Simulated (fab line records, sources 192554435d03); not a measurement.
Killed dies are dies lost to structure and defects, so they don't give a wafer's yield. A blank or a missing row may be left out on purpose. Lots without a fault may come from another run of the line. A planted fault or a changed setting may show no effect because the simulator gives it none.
Split-lot experiment | flow n5_finfet | 7 lots, 39 wafers read, on a route of 1938 steps

THE SPLIT
At N5_STI_FIN_REVEAL_ALD_00 (deposits SiO2, target thk 1 nm, pulse time 1 s), the setting target_thk_a was moved away from the recipe's 10 angstrom on 15 of the 39 wafers read, by -35.0% to +50.2%. The other wafers ran this setting at the recipe's value.

The reading is taken at the split's own step.

THE READING
SiO2_of_STI_FIN_REVEAL_ALD_00.thk_nm (the simulator's own value, which no gauge read), in nm, at N5_STI_FIN_REVEAL_ALD_00 (deposits SiO2, target thk 1 nm, pulse time 1 s). The file gives no usual value for it.

wafer  | tool, chamber at the split | target_thk_a as run, angstrom | against the recipe | SiO2_of_STI_FIN_REVEAL_ALD_00.thk_nm, nm | against lot-mates on the recipe
L082.1 | ald_sin-02, 1,2,3          | 8.016                         | -19.8%             | 0.8                                      | -0.2
L082.2 | ald_sin-02, 1,2,3          | 8.016                         | -19.8%             | 0.8                                      | -0.2
L082.5 | ald_sin-02, 1,2,3          | 8.016                         | -19.8%             | 0.8                                      | -0.2
L082.3 | ald_sin-02, 3,0,2          | 10                            | recipe             | 1                                        | -
L082.4 | ald_sin-02, 3,0,2          | 10                            | recipe             | 1                                        | -
L082.6 | ald_sin-02, 3,0,2          | 10                            | recipe             | 1                                        | -
L084.1 | ald_sin-01, 1,2,1          | 14.53                         | +45.3%             | 1.4                                      | +0.4
L084.5 | ald_sin-01, 1,2,1          | 14.53                         | +45.3%             | 1.4                                      | +0.4
L084.6 | ald_sin-01, 1,2,1          | 14.53                         | +45.3%             | 1.4                                      | +0.4
L084.2 | ald_sin-01, 2,3,0          | 10                            | recipe             | 1                                        | -
L084.3 | ald_sin-01, 2,3,0          | 10                            | recipe             | 1                                        | -
L084.4 | ald_sin-01, 2,3,0          | 10                            | recipe             | 1                                        | -
L085.1 | ald_sin-02, 0,1,2          | 10                            | recipe             | 1                                        | -
L085.3 | ald_sin-02, 0,1,2          | 10                            | recipe             | 1                                        | -
L085.5 | ald_sin-02, 0,1,2          | 10                            | recipe             | 1                                        | -
L085.2 | ald_sin-02, 2,3,1          | 7.431                         | -25.7%             | 0.8                                      | -0.2
L085.4 | ald_sin-02, 2,3,1          | 7.431                         | -25.7%             | 0.8                                      | -0.2
L085.6 | ald_sin-02, 2,3,1          | 7.431                         | -25.7%             | 0.8                                      | -0.2
L087.1 | ald_sin-02, 3,2,1          | 6.504                         | -35.0%             | 0.6                                      | -0.4
L087.2 | ald_sin-02, 3,2,1          | 6.504                         | -35.0%             | 0.6                                      | -0.4
L087.3 | ald_sin-02, 3,2,1          | 6.504                         | -35.0%             | 0.6                                      | -0.4
L087.4 | ald_sin-02, 0,2,1          | 10                            | recipe             | 1                                        | -
L087.5 | ald_sin-02, 0,2,1          | 10                            | recipe             | 1                                        | -
L087.6 | ald_sin-02, 0,2,1          | 10                            | recipe             | 1                                        | -
L088.3 | ald_sin-02, 0,2,3          | 10                            | recipe             | 1                                        | -
L088.5 | ald_sin-02, 0,2,3          | 10                            | recipe             | 1                                        | -
L088.6 | ald_sin-02, 0,2,3          | 10                            | recipe             | 1                                        | -
L091.1 | ald_sin-01, 0,1,3,2,0,1    | 10                            | recipe             | 1                                        | -
L091.2 | ald_sin-01, 0,1,3,2,0,1    | 10                            | recipe             | 1                                        | -
L091.3 | ald_sin-01, 0,1,3,2,0,1    | 10                            | recipe             | 1                                        | -
L091.4 | ald_sin-01, 0,1,3,2,0,1    | 10                            | recipe             | 1                                        | -
L091.5 | ald_sin-01, 0,1,3,2,0,1    | 10                            | recipe             | 1                                        | -
L091.6 | ald_sin-01, 0,1,3,2,0,1    | 10                            | recipe             | 1                                        | -
L093.1 | ald_sin-02, 1              | 15.02                         | +50.2%             | 1.4                                      | +0.4
L093.2 | ald_sin-02, 0,2,0          | 10                            | recipe             | 1                                        | -
L093.3 | ald_sin-02, 0,2,0          | 10                            | recipe             | 1                                        | -
L093.5 | ald_sin-02, 0,2,0          | 10                            | recipe             | 1                                        | -
L093.4 | ald_sin-02, 3,1            | 15.02                         | +50.2%             | 1.6                                      | +0.6
L093.6 | ald_sin-02, 3,1            | 15.02                         | +50.2%             | 1.6                                      | +0.6
Where a row lists several chambers, the file gives one row for several wafers and doesn't say which wafer went through which chamber.

THE FIT
A straight line over all 39 wafers: SiO2_of_STI_FIN_REVEAL_ALD_00.thk_nm changes by +0.00993 nm for each +1% of target_thk_a; r = +0.99; the points scatter about the line by 0.039 nm.
The same after taking each lot's own level away (the mean of its wafers on the recipe; 39 wafers): +0.00993 nm for each +1%; r = +0.99; scatter 0.039 nm.
On that fit, the largest move of target_thk_a shifts the reading by 0.5 nm.
The lots' own levels span 1.00 to 1.00 nm.
So the lot-to-lot level changes the slope little: the two slopes agree.
Check: with one of the wafers moved furthest among these (+50.2%) left out of the fit, the line predicts +0.514 nm for it against its lot-mates. It came out at +0.4 nm against them.

THE FILE'S OWN FIT
SiO2_of_STI_FIN_REVEAL_ALD_00.thk_nm changes by +0.00993 nm for each +1% of target_thk_a, r = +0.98.
